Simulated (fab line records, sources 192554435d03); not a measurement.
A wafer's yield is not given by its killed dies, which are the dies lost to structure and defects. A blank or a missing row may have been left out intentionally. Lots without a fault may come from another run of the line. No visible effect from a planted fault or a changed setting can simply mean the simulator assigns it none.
Chamber matching || flow n5-finfet || 4 sister chambers for N5_DUMMY_GATE_TRIM_49 on rie-si-02
The step chemistry O2, time 29 s, target cd 14 nm. 16 wafers are shown with their chamber, then 8 later ones without.

EACH WAFER AND ITS CHAMBER
{"wafer": "L075.1", "chamber": 0, "drypump-motor-current-A (A)": 5.5, "throttle-valve-pct (%)": 7.96, "oes-product-au (a.u.)": 1.019}
{"wafer": "L075.3", "chamber": 3, "drypump-motor-current-A (A)": 6.6, "throttle-valve-pct (%)": 8.24, "oes-product-au (a.u.)": 0.987}
{"wafer": "L075.5", "chamber": 0, "drypump-motor-current-A (A)": 5.5, "throttle-valve-pct (%)": 7.94, "oes-product-au (a.u.)": 1.016}
{"wafer": "L076.1", "chamber": 2, "drypump-motor-current-A (A)": 6.0, "throttle-valve-pct (%)": 8.11, "oes-product-au (a.u.)": 0.996}
{"wafer": "L076.4", "chamber": 3, "drypump-motor-current-A (A)": 6.6, "throttle-valve-pct (%)": 8.20, "oes-product-au (a.u.)": 0.994}
{"wafer": "L076.6", "chamber": 1, "drypump-motor-current-A (A)": 5.3, "throttle-valve-pct (%)": 8.26, "oes-product-au (a.u.)": 1.025}
{"wafer": "L078.2", "chamber": 0, "drypump-motor-current-A (A)": 5.6, "throttle-valve-pct (%)": 7.97, "oes-product-au (a.u.)": 1.018}
{"wafer": "L078.3", "chamber": 2, "drypump-motor-current-A (A)": 6.0, "throttle-valve-pct (%)": 8.12, "oes-product-au (a.u.)": 1.003}
{"wafer": "L078.6", "chamber": 3, "drypump-motor-current-A (A)": 6.6, "throttle-valve-pct (%)": 8.21, "oes-product-au (a.u.)": 0.988}
{"wafer": "L079.1", "chamber": 3, "drypump-motor-current-A (A)": 6.6, "throttle-valve-pct (%)": 8.21, "oes-product-au (a.u.)": 0.992}
{"wafer": "L079.4", "chamber": 2, "drypump-motor-current-A (A)": 6.0, "throttle-valve-pct (%)": 8.12, "oes-product-au (a.u.)": 0.990}
{"wafer": "L079.6", "chamber": 2, "drypump-motor-current-A (A)": 6.0, "throttle-valve-pct (%)": 8.13, "oes-product-au (a.u.)": 0.996}
{"wafer": "L087.1", "chamber": 3, "drypump-motor-current-A (A)": 6.6, "throttle-valve-pct (%)": 8.22, "oes-product-au (a.u.)": 0.999}
{"wafer": "L087.3", "chamber": 2, "drypump-motor-current-A (A)": 6.0, "throttle-valve-pct (%)": 8.11, "oes-product-au (a.u.)": 0.994}
{"wafer": "L087.5", "chamber": 3, "drypump-motor-current-A (A)": 6.6, "throttle-valve-pct (%)": 8.22, "oes-product-au (a.u.)": 1.006}
{"wafer": "L088.1", "chamber": 2, "drypump-motor-current-A (A)": 6.0, "throttle-valve-pct (%)": 8.12, "oes-product-au (a.u.)": 0.995}

SIGNATURES, as means of the wafers listed above
{"reading": "drypump-motor-current-A", "chamber 0": 5.533, "chamber 1": 5.300, "chamber 2": 6.000, "chamber 3": 6.600, "scatter within a chamber": 0.0236}
{"reading": "throttle-valve-pct", "chamber 0": 7.9567, "chamber 1": 8.2600, "chamber 2": 8.1183, "chamber 3": 8.2167, "scatter within a chamber": 0.0118}
{"reading": "oes-product-au", "chamber 0": 1.01767, "chamber 1": 1.02500, "chamber 2": 0.99567, "chamber 3": 0.99433, "scatter within a chamber": 0.00541}
Rule: for a wafer and a chamber, the distance is found by dividing, reading by reading, the gap between the wafer's reading and the chamber's mean by the reading's scatter, squaring, summing and taking the root. The wafer belongs to the nearest chamber; if the next one is less than 2 further off, it can't be placed. The scatter: the root of (the sum of the squares of (reading less its chamber's mean) over the shown wafers, divided by (wafers less chambers)).

WAFERS WITH NO CHAMBER GIVEN
{"wafer": "L088.4", "drypump-motor-current-A (A)": 5.5, "throttle-valve-pct (%)": 7.96, "oes-product-au (a.u.)": 1.016}
{"wafer": "L088.5", "drypump-motor-current-A (A)": 6.6, "throttle-valve-pct (%)": 8.23, "oes-product-au (a.u.)": 0.987}
{"wafer": "L092.1", "drypump-motor-current-A (A)": 5.5, "throttle-valve-pct (%)": 7.98, "oes-product-au (a.u.)": 1.019}
{"wafer": "L092.2", "drypump-motor-current-A (A)": 5.3, "throttle-valve-pct (%)": 8.24, "oes-product-au (a.u.)": 1.018}
{"wafer": "L092.3", "drypump-motor-current-A (A)": 6.6, "throttle-valve-pct (%)": 8.21, "oes-product-au (a.u.)": 0.992}
{"wafer": "L096.3", "drypump-motor-current-A (A)": 6.6, "throttle-valve-pct (%)": 8.23, "oes-product-au (a.u.)": 0.993}
{"wafer": "L096.5", "drypump-motor-current-A (A)": 6.6, "throttle-valve-pct (%)": 8.24, "oes-product-au (a.u.)": 0.986}
{"wafer": "L096.6", "drypump-motor-current-A (A)": 5.5, "throttle-valve-pct (%)": 7.96, "oes-product-au (a.u.)": 1.014}

EACH ONE'S CHAMBER
{"wafer": "L088.4", "from the rows above": 0, "in truth": 0}
{"wafer": "L088.5", "from the rows above": 3, "in truth": 3}
{"wafer": "L092.1", "from the rows above": 0, "in truth": 0}
{"wafer": "L092.2", "from the rows above": 1, "in truth": 1}
{"wafer": "L092.3", "from the rows above": 3, "in truth": 3}
{"wafer": "L096.3", "from the rows above": 3, "in truth": 3}
{"wafer": "L096.5", "from the rows above": 3, "in truth": 3}
{"wafer": "L096.6", "from the rows above": 0, "in truth": 0}
Correctly placed: 8 of 8. Number that these rows cannot place: 0. Wrongly placed: 0.
